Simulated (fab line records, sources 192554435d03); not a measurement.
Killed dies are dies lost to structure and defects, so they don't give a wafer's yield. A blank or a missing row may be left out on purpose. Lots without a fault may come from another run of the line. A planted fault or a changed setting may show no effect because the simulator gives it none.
Which tool did it? | flow n5_finfet | 9 lots, 27 wafers sampled, at 5 steps of a route of 1938

WHAT THE GAUGES READ, wafer by wafer
N5_BEOL_M4_RC_MEAS_101. Usual: DIBL_N 37.0 mV/V, standard deviation 1.7; DIBL_P 36.7 mV/V, standard deviation 2; IOFF_N 0.17 nA/um, standard deviation 0.035; IOFF_P 0.22 nA/um, standard deviation 0.035; ION_N 672 uA/um, standard deviation 12; ION_P 461 uA/um, standard deviation 7.5; SS_N 71.6 mV/dec, standard deviation 0.67; SS_P 73.4 mV/dec, standard deviation 0.64; VT_N 250 mV, standard deviation 3.5; VT_P -250 mV, standard deviation 3.5.
lot  | measured     | on        | DIBL_N (mV/V)  | DIBL_P (mV/V)  | IOFF_N (nA/um) | IOFF_P (nA/um) | ION_N (uA/um) | ION_P (uA/um) | SS_N (mV/dec)  | SS_P (mV/dec)  | VT_N (mV)   | VT_P (mV)      | flag
L316 | day 8 08:05  | prober-01 | 38.7 37.0 35.7 | 41.7 39.1 36.9 | 0.22 0.16 0.14 | 0.27 0.20 0.18 | 674 664 645   | 463 454 445   | 72.6 73.0 72.5 | 75.0 73.4 73.1 | 248 254 256 | -248 -251 -253 |
L317 | day 8 19:19  | prober-02 | 37.0 37.2 36.3 | 36.5 36.3 36.4 | 0.17 0.19 0.18 | 0.25 0.25 0.25 | 665 675 685   | 462 467 473   | 71.7 72.0 71.3 | 73.2 73.1 73.8 | 249 245 244 | -244 -246 -247 |
L318 | day 9 00:58  | prober-01 | 37.8 36.9 35.3 | 36.6 35.6 33.9 | 0.17 0.15 0.12 | 0.21 0.19 0.18 | 675 657 650   | 459 451 447   | 71.3 71.4 70.9 | 73.5 73.4 72.8 | 247 247 252 | -249 -249 -250 |
L324 | day 10 10:58 | prober-02 | 34.3 36.5 35.7 | 35.1 36.9 35.4 | 0.13 0.17 0.15 | 0.18 0.20 0.18 | 666 675 666   | 454 460 454   | 70.0 71.4 71.4 | 72.4 74.1 73.5 | 252 249 253 | -253 -253 -255 |
L326 | day 10 23:34 | prober-01 | 38.1 38.0 37.0 | 36.7 37.2 35.0 | 0.16 0.17 0.14 | 0.22 0.25 0.20 | 683 678 661   | 467 467 458   | 71.8 71.3 70.8 | 74.0 73.6 72.6 | 250 249 254 | -252 -245 -253 |
L331 | day 11 21:56 | prober-02 | 40.4 37.3 37.1 | 40.5 37.0 36.6 | 0.25 0.17 0.18 | 0.31 0.24 0.23 | 683 676 690   | 471 465 467   | 73.2 71.6 71.2 | 74.2 73.6 73.9 | 244 245 246 | -245 -248 -247 |
L332 | day 13 09:46 | prober-02 | 39.9 38.7 39.5 | 39.9 39.0 38.5 | 0.24 0.21 0.21 | 0.27 0.25 0.24 | 683 677 681   | 455 454 461   | 72.4 71.9 71.9 | 74.1 74.2 73.4 | 244 246 247 | -247 -249 -253 |
L333 | day 13 08:39 | prober-01 | 39.6 37.1 37.6 | 42.4 39.0 39.3 | 0.21 0.16 0.15 | 0.29 0.22 0.22 | 678 670 666   | 466 467 452   | 72.8 71.3 72.0 | 73.9 73.5 73.6 | 247 250 251 | -248 -248 -249 |
L334 | day 13 12:13 | prober-01 | 36.6 36.6 37.1 | 36.0 35.7 36.4 | 0.14 0.15 0.16 | 0.21 0.21 0.21 | 662 669 672   | 460 464 461   | 72.5 71.4 71.9 | 72.9 73.2 73.1 | 251 253 251 | -250 -249 -250 |

WHICH TOOL RAN EACH LOT (tool, then ch and the chambers of the sampled wafers, then the start)
lot  | N5_HKMG_FIN_HK_ALD_01           | N5_HKMG_FIN_HK_ANNEAL_02        | N5_HKMG_FIN_DESCUM_53             | N5_HKMG_FIN_ETCH_54
L316 | ald_hk-03 ch 1,3, day 4 13:35   | rtp_anneal-01 ch 0, day 4 13:50 | rie_diel-01 ch 0,3, day 4 14:50   | rie_diel-01 ch 0,3, day 4 14:52
L317 | ald_hk-01 ch 0,1,2, day 4 22:11 | rtp_anneal-02 ch 0, day 4 22:22 | rie_diel-03 ch 0,1, day 4 23:13   | rie_diel-03 ch 0,1, day 4 23:16
L318 | ald_hk-01 ch 0,2, day 5 01:13   | rtp_anneal-02 ch 0, day 5 01:27 | rie_diel-03 ch 0,1,2, day 5 02:14 | rie_diel-03 ch 0,1,2, day 5 02:16
L324 | ald_hk-03 ch 1,2,3, day 6 18:38 | rtp_anneal-02 ch 0, day 6 18:49 | rie_diel-03 ch 3, day 6 19:43     | rie_diel-03 ch 3, day 6 19:46
L326 | ald_hk-01 ch 1,2,3, day 7 07:10 | rtp_anneal-01 ch 0, day 7 07:25 | rie_diel-03 ch 1,3, day 7 08:22   | rie_diel-03 ch 1,3, day 7 08:25
L331 | ald_hk-01 ch 0,2, day 8 04:43   | rtp_anneal-02 ch 0, day 8 05:07 | rie_diel-01 ch 1,3, day 8 05:56   | rie_diel-01 ch 1,3, day 8 05:58
L332 | ald_hk-03 ch 0,1,2, day 8 19:08 | rtp_anneal-02 ch 0, day 8 19:25 | rie_diel-01 ch 0,2,3, day 8 20:11 | rie_diel-01 ch 0,2,3, day 8 20:13
L333 | ald_hk-01 ch 0,1,3, day 8 21:28 | rtp_anneal-01 ch 0, day 8 21:40 | rie_diel-01 ch 0,2,3, day 8 22:31 | rie_diel-01 ch 0,2,3, day 8 22:32
L334 | ald_hk-03 ch 1,2,3, day 9 03:59 | rtp_anneal-01 ch 0, day 9 04:10 | rie_diel-01 ch 0,1,2, day 9 05:01 | rie_diel-01 ch 0,1,2, day 9 05:03
- N5_HKMG_FIN_HK_ALD_01: deposits HfO2, target thk 1.6 nm, pulse time 3 s, purge time 3 s.
- N5_HKMG_FIN_HK_ANNEAL_02: time 30 s.
- N5_HKMG_FIN_DESCUM_53: chemistry O2, time 7.9 s.
- N5_HKMG_FIN_ETCH_54: etches SiARC in CF4, target depth 45.5 nm, time 75.8 s.

WHAT THE TOOLS THEMSELVES READ (means of the sampled wafers that have a number; where no wafer has one, the mark that the record gives instead)
N5_HKMG_FIN_HK_ALD_01. Usual: precursor_pulse_height_rel 0.999, standard deviation 0.021.
lot  | tool      | precursor_pulse_height_rel | flag
L316 | ald_hk-03 | 1.002                      |
L317 | ald_hk-01 | 0.993                      |
L318 | ald_hk-01 | 0.993                      |
L324 | ald_hk-03 | 0.991                      |
L326 | ald_hk-01 | 1.010                      |
L331 | ald_hk-01 | 0.989                      |
L332 | ald_hk-03 | 0.993                      |
L333 | ald_hk-01 | 0.997                      |
L334 | ald_hk-03 | 0.997                      |

N5_HKMG_FIN_HK_ANNEAL_02. Usual: lamp_power_pct 8.80 %, standard deviation 0.057; wafer_temp_C_max 702.9, standard deviation 0.68.
lot  | tool          | lamp_power_pct (%) | wafer_temp_C_max | flag
L316 | rtp_anneal-01 | 8.80               | 702.4            |
L317 | rtp_anneal-02 | 8.78               | 703.4            |
L318 | rtp_anneal-02 | 8.79               | 702.4            |
L324 | rtp_anneal-02 | 8.83               | 703.0            |
L326 | rtp_anneal-01 | 8.81               | 702.8            |
L331 | rtp_anneal-02 | 8.79               | 703.0            |
L332 | rtp_anneal-02 | 8.76               | 702.7            |
L333 | rtp_anneal-01 | 8.80               | 702.8            |
L334 | rtp_anneal-01 | 8.80               | 702.5            |

N5_HKMG_FIN_DESCUM_53. Usual: drypump_motor_current_A 5.7 A, standard deviation 0.48; o2_flow_sccm 224.9 sccm, standard deviation 0.69; oes_product_au 0.77 a.u., standard deviation 0.086; rf_fwd_power_W 49.44 W, standard deviation 0.24; rf_vpp_V 244.2 V, standard deviation 0.99; showerhead_plenum_p_Torr 2.16 Torr, standard deviation 0.03; throttle_valve_pct 20.37 %, standard deviation 0.19.
lot  | tool        | drypump_motor_current_A (A) | o2_flow_sccm (sccm) | oes_product_au (a.u.) | rf_fwd_power_W (W) | rf_vpp_V (V) | showerhead_plenum_p_Torr (Torr) | throttle_valve_pct (%) | flag
L316 | rie_diel-01 | 6.3                         | 225.0               | 0.76                  | 49.48              | 243.2        | 2.16                            | 20.24                  |
L317 | rie_diel-03 | 5.7                         | 225.0               | 0.96                  | 49.19              | 245.3        | 2.21                            | 20.29                  |
L318 | rie_diel-03 | 5.5                         | 225.0               | 0.87                  | 49.35              | 244.0        | 2.19                            | 20.29                  |
L324 | rie_diel-03 | 5.3                         | 224.6               | 0.72                  | 49.49              | 244.4        | 2.17                            | 20.41                  |
L326 | rie_diel-03 | 5.3                         | 224.8               | 0.78                  | 49.52              | 243.6        | 2.16                            | 20.43                  |
L331 | rie_diel-01 | 6.1                         | 225.2               | 0.74                  | 49.72              | 243.7        | 2.16                            | 20.29                  |
L332 | rie_diel-01 | 6.0                         | 224.5               | 0.81                  | 49.34              | 244.0        | 2.15                            | 20.40                  |
L333 | rie_diel-01 | 6.0                         | 224.2               | 0.80                  | 49.45              | 244.8        | 2.15                            | 20.41                  |
L334 | rie_diel-01 | 5.8                         | 225.3               | 0.82                  | 49.52              | 244.9        | 2.17                            | 20.44                  |

N5_HKMG_FIN_ETCH_54. Usual: drypump_motor_current_A 5.7 A, standard deviation 0.48; etch_rf_on_time_s 76.1 s, standard deviation 1.6; oes_product_au 0.65 a.u., standard deviation 0.069; rf_fwd_power_W 540.0 W, standard deviation 2.3; rf_vpp_V 184.9 V, standard deviation 0.91; showerhead_plenum_p_Torr 2.211 Torr, standard deviation 0.028; throttle_valve_pct 15.57 %, standard deviation 0.17.
lot  | tool        | drypump_motor_current_A (A) | etch_rf_on_time_s (s) | oes_product_au (a.u.) | rf_fwd_power_W (W) | rf_vpp_V (V) | showerhead_plenum_p_Torr (Torr) | throttle_valve_pct (%) | flag
L316 | rie_diel-01 | 6.3                         | 74.7                  | 0.65                  | 540.8              | 185.4        | 2.231                           | 15.61                  |
L317 | rie_diel-03 | 5.7                         | 76.0                  | 0.81                  | 538.7              | 185.0        | 2.252                           | 15.44                  |
L318 | rie_diel-03 | 5.5                         | 76.7                  | 0.73                  | 537.5              | 185.5        | 2.232                           | 15.43                  |
L324 | rie_diel-03 | 5.2                         | 50.9                  | 0.78                  | 866.2              | 157.5        | 2.206                           | 15.57                  | OFF
L326 | rie_diel-03 | 5.2                         | 51.2                  | 0.83                  | 864.7              | 157.7        | 2.199                           | 15.56                  | OFF
L331 | rie_diel-01 | 6.1                         | 75.5                  | 0.64                  | 540.8              | 185.5        | 2.221                           | 15.65                  |
L332 | rie_diel-01 | 5.9                         | 75.1                  | 0.68                  | 539.5              | 185.3        | 2.207                           | 15.62                  |
L333 | rie_diel-01 | 6.0                         | 75.5                  | 0.69                  | 539.7              | 184.5        | 2.206                           | 15.64                  |
L334 | rie_diel-01 | 5.8                         | 74.7                  | 0.70                  | 539.9              | 184.8        | 2.210                           | 15.54                  |

THE ANSWER, worked out from the rows above alone
Rule: a lot is off if the mean of its wafers that have a number lies more than 3 standard deviations from the usual mean. A lot without any number at a reading at which 4 lots or more have one is off too. The other lots that the step has rows for count as sound. The gauges are gone through in route order, then the tools' own readings, and for those a lot's mean is taken as printed above. The first step at which some lot is off is used, and at that step the reading that is off furthest; a lot without a number counts as furthest.
Off: L324, L326, at N5_HKMG_FIN_ETCH_54 (rf_fwd_power_W).
A tool fits if, at that step or a process step before it, it ran every lot that is off, and no sound lot after the first of them. One fits: rie_diel-03 at N5_HKMG_FIN_DESCUM_53 and N5_HKMG_FIN_ETCH_54. At N5_HKMG_FIN_DESCUM_53 its last sound lot is L318 (day 5 02:14), its first lot that is off L324 (day 6 19:43): a fault that began between those two fits.

WHAT THE SIMULATOR HAD PUT IN
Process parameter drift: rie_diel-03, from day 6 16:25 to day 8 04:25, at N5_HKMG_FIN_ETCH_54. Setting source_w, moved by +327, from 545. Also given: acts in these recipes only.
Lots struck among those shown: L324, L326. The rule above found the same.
